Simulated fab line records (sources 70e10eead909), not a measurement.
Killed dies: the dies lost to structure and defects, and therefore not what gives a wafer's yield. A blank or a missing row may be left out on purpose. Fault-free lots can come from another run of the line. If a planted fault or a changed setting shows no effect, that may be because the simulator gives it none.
Matching of chambers :: flow nand_harc :: NHARC_P_M1_ETCH_35 on rie_diel-08: 4 sister chambers
The step etches the open film in N2/H2, target depth 40 nm, overetch 12 nm, time 43.94 s. 27 wafers are shown with their chamber, then 12 later ones without.

== EACH WAFER AND ITS CHAMBER ==
wafer: L075.1
chamber: 0
drypump_motor_current_A (A): 5.5
showerhead_plenum_p_Torr (Torr): 1.91
rf_vpp_V (V): 427.0

wafer: L075.5
chamber: 3
drypump_motor_current_A (A): 6.3
showerhead_plenum_p_Torr (Torr): 2.20
rf_vpp_V (V): 434.6

wafer: L075.6
chamber: 1
drypump_motor_current_A (A): 6.2
showerhead_plenum_p_Torr (Torr): 1.97
rf_vpp_V (V): 427.8

wafer: L077.2
chamber: 1
drypump_motor_current_A (A): 6.2
showerhead_plenum_p_Torr (Torr): 1.97
rf_vpp_V (V): 428.6

wafer: L077.5
chamber: 3
drypump_motor_current_A (A): 6.4
showerhead_plenum_p_Torr (Torr): 2.20
rf_vpp_V (V): 434.5

wafer: L077.6
chamber: 2
drypump_motor_current_A (A): 5.6
showerhead_plenum_p_Torr (Torr): 2.03
rf_vpp_V (V): 429.5

wafer: L079.3
chamber: 2
drypump_motor_current_A (A): 5.6
showerhead_plenum_p_Torr (Torr): 2.02
rf_vpp_V (V): 431.0

wafer: L079.5
chamber: 1
drypump_motor_current_A (A): 6.2
showerhead_plenum_p_Torr (Torr): 1.96
rf_vpp_V (V): 428.9

wafer: L079.6
chamber: 0
drypump_motor_current_A (A): 5.5
showerhead_plenum_p_Torr (Torr): 1.91
rf_vpp_V (V): 427.4

wafer: L082.3
chamber: 2
drypump_motor_current_A (A): 5.6
showerhead_plenum_p_Torr (Torr): 2.02
rf_vpp_V (V): 429.7

wafer: L082.4
chamber: 1
drypump_motor_current_A (A): 6.2
showerhead_plenum_p_Torr (Torr): 1.96
rf_vpp_V (V): 427.8

wafer: L082.5
chamber: 2
drypump_motor_current_A (A): 5.6
showerhead_plenum_p_Torr (Torr): 2.02
rf_vpp_V (V): 429.8

wafer: L084.2
chamber: 2
drypump_motor_current_A (A): 5.6
showerhead_plenum_p_Torr (Torr): 2.02
rf_vpp_V (V): 430.9

wafer: L084.3
chamber: 1
drypump_motor_current_A (A): 6.2
showerhead_plenum_p_Torr (Torr): 1.96
rf_vpp_V (V): 427.6

wafer: L084.6
chamber: 0
drypump_motor_current_A (A): 5.5
showerhead_plenum_p_Torr (Torr): 1.90
rf_vpp_V (V): 426.9

wafer: L085.2
chamber: 3
drypump_motor_current_A (A): 6.3
showerhead_plenum_p_Torr (Torr): 2.19
rf_vpp_V (V): 433.5

wafer: L085.3
chamber: 1
drypump_motor_current_A (A): 6.2
showerhead_plenum_p_Torr (Torr): 1.96
rf_vpp_V (V): 428.3

wafer: L085.4
chamber: 2
drypump_motor_current_A (A): 5.6
showerhead_plenum_p_Torr (Torr): 2.02
rf_vpp_V (V): 428.3

wafer: L086.1
chamber: 1
drypump_motor_current_A (A): 6.2
showerhead_plenum_p_Torr (Torr): 1.96
rf_vpp_V (V): 429.7

wafer: L086.4
chamber: 0
drypump_motor_current_A (A): 5.5
showerhead_plenum_p_Torr (Torr): 1.90
rf_vpp_V (V): 427.6

wafer: L086.6
chamber: 1
drypump_motor_current_A (A): 6.2
showerhead_plenum_p_Torr (Torr): 1.96
rf_vpp_V (V): 428.6

wafer: L088.2
chamber: 2
drypump_motor_current_A (A): 5.6
showerhead_plenum_p_Torr (Torr): 2.02
rf_vpp_V (V): 428.4

wafer: L088.3
chamber: 0
drypump_motor_current_A (A): 5.5
showerhead_plenum_p_Torr (Torr): 1.90
rf_vpp_V (V): 427.3

wafer: L088.5
chamber: 2
drypump_motor_current_A (A): 5.6
showerhead_plenum_p_Torr (Torr): 2.02
rf_vpp_V (V): 430.2

wafer: L090.1
chamber: 1
drypump_motor_current_A (A): 6.2
showerhead_plenum_p_Torr (Torr): 1.96
rf_vpp_V (V): 428.7

wafer: L090.3
chamber: 3
drypump_motor_current_A (A): 6.3
showerhead_plenum_p_Torr (Torr): 2.19
rf_vpp_V (V): 436.9

wafer: L090.6
chamber: 1
drypump_motor_current_A (A): 6.2
showerhead_plenum_p_Torr (Torr): 1.96
rf_vpp_V (V): 426.9

SIGNATURES (means of the wafers above)
reading: drypump_motor_current_A
chamber 0: 5.500
chamber 1: 6.200
chamber 2: 5.600
chamber 3: 6.325
scatter within a chamber: 0.0181

reading: showerhead_plenum_p_Torr
chamber 0: 1.9040
chamber 1: 1.9620
chamber 2: 2.0213
chamber 3: 2.1950
scatter within a chamber: 0.00451

reading: rf_vpp_V
chamber 0: 427.240
chamber 1: 428.290
chamber 2: 429.725
chamber 3: 434.875
scatter within a chamber: 0.914
Rule: a wafer lies at a distance from a chamber equal to the root of the sum of squares, over the readings, of (its reading less the chamber's mean, divided by the reading's scatter). If the next closest chamber is less than 2 further off than the closest, the wafer can't be placed; otherwise it belongs to the closest. How the scatter is found: for the shown wafers, subtract from each reading the mean of its chamber, square and add these, divide the total by (wafers less chambers), then take the root.

== WAFERS WITHOUT THEIR CHAMBER ==
wafer: L091.1
drypump_motor_current_A (A): 5.6
showerhead_plenum_p_Torr (Torr): 2.02
rf_vpp_V (V): 429.5

wafer: L091.3
drypump_motor_current_A (A): 5.5
showerhead_plenum_p_Torr (Torr): 1.90
rf_vpp_V (V): 425.8

wafer: L091.4
drypump_motor_current_A (A): 6.3
showerhead_plenum_p_Torr (Torr): 2.19
rf_vpp_V (V): 434.8

wafer: L092.1
drypump_motor_current_A (A): 5.6
showerhead_plenum_p_Torr (Torr): 2.02
rf_vpp_V (V): 430.9

wafer: L092.2
drypump_motor_current_A (A): 5.5
showerhead_plenum_p_Torr (Torr): 1.90
rf_vpp_V (V): 427.7

wafer: L092.5
drypump_motor_current_A (A): 6.2
showerhead_plenum_p_Torr (Torr): 1.96
rf_vpp_V (V): 427.7

wafer: L094.1
drypump_motor_current_A (A): 6.2
showerhead_plenum_p_Torr (Torr): 1.96
rf_vpp_V (V): 428.8

wafer: L094.4
drypump_motor_current_A (A): 5.5
showerhead_plenum_p_Torr (Torr): 1.90
rf_vpp_V (V): 426.2

wafer: L094.5
drypump_motor_current_A (A): 6.2
showerhead_plenum_p_Torr (Torr): 1.96
rf_vpp_V (V): 427.6

wafer: L096.1
drypump_motor_current_A (A): 5.5
showerhead_plenum_p_Torr (Torr): 1.90
rf_vpp_V (V): 427.1

wafer: L096.5
drypump_motor_current_A (A): 5.5
showerhead_plenum_p_Torr (Torr): 1.90
rf_vpp_V (V): 427.4

wafer: L096.6
drypump_motor_current_A (A): 6.2
showerhead_plenum_p_Torr (Torr): 1.96
rf_vpp_V (V): 428.7

== EACH ONE'S CHAMBER ==
wafer: L091.1
from the rows above: 2
in truth: 2

wafer: L091.3
from the rows above: 0
in truth: 0

wafer: L091.4
from the rows above: 3
in truth: 3

wafer: L092.1
from the rows above: 2
in truth: 2

wafer: L092.2
from the rows above: 0
in truth: 0

wafer: L092.5
from the rows above: 1
in truth: 1

wafer: L094.1
from the rows above: 1
in truth: 1

wafer: L094.4
from the rows above: 0
in truth: 0

wafer: L094.5
from the rows above: 1
in truth: 1

wafer: L096.1
from the rows above: 0
in truth: 0

wafer: L096.5
from the rows above: 0
in truth: 0

wafer: L096.6
from the rows above: 1
in truth: 1
Correct placement for 12 of the 12. From these rows, 0 cannot be placed. Placed wrongly: 0.
